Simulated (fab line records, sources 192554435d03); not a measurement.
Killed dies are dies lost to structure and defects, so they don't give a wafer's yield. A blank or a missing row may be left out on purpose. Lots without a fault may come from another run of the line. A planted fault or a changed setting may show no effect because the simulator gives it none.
Chamber matching | flow n5_finfet | N5_SD_EPI_P_DESCUM_14 on rie_diel-05: 4 sister chambers
The step chemistry O2, time 7.9 s. 8 wafers are shown with their chamber, then 7 later ones without.

WAFERS WITH THEIR CHAMBER
wafer  | chamber | drypump_motor_current_A (A) | throttle_valve_pct (%)
L499.1 | 3       | 5.54                        | 20.68
L499.2 | 2       | 5.59                        | 20.28
L499.3 | 1       | 5.28                        | 20.23
L500.1 | 0       | 6.03                        | 20.28
L500.2 | 3       | 5.54                        | 20.68
L500.3 | 1       | 5.27                        | 20.21
L501.1 | 0       | 6.04                        | 20.27
L501.2 | 2       | 5.54                        | 20.26

WAFERS WITHOUT THEIR CHAMBER
wafer  | drypump_motor_current_A (A) | throttle_valve_pct (%)
L501.6 | 6.03                        | 20.29
L502.4 | 6.02                        | 20.29
L502.5 | 5.28                        | 20.22
L502.6 | 6.03                        | 20.28
L504.3 | 5.56                        | 20.31
L504.4 | 5.99                        | 20.27
L504.6 | 5.55                        | 20.30

WHICH CHAMBER EACH WENT THROUGH
wafer  | from the rows above | in truth
L501.6 | 0                   | 0
L502.4 | 0                   | 0
L502.5 | 1                   | 1
L502.6 | 0                   | 0
L504.3 | 2                   | 2
L504.4 | 0                   | 0
L504.6 | 2                   | 2
Placed correctly: 7 of 7. Can't be placed from these rows: 0. Placed wrongly: 0.
How it was worked out, from the rows above alone: a wafer's distance from a chamber is the root of the sum, over the readings, of the square of ((its reading less the chamber's mean) divided by the reading's scatter). The wafer belongs to the nearest chamber; if the next one is less than 2 further off, it can't be placed. A chamber's mean is the mean of its shown wafers. The scatter: the root of (the sum of the squares of (reading less its chamber's mean) over the shown wafers, divided by (wafers less chambers)).
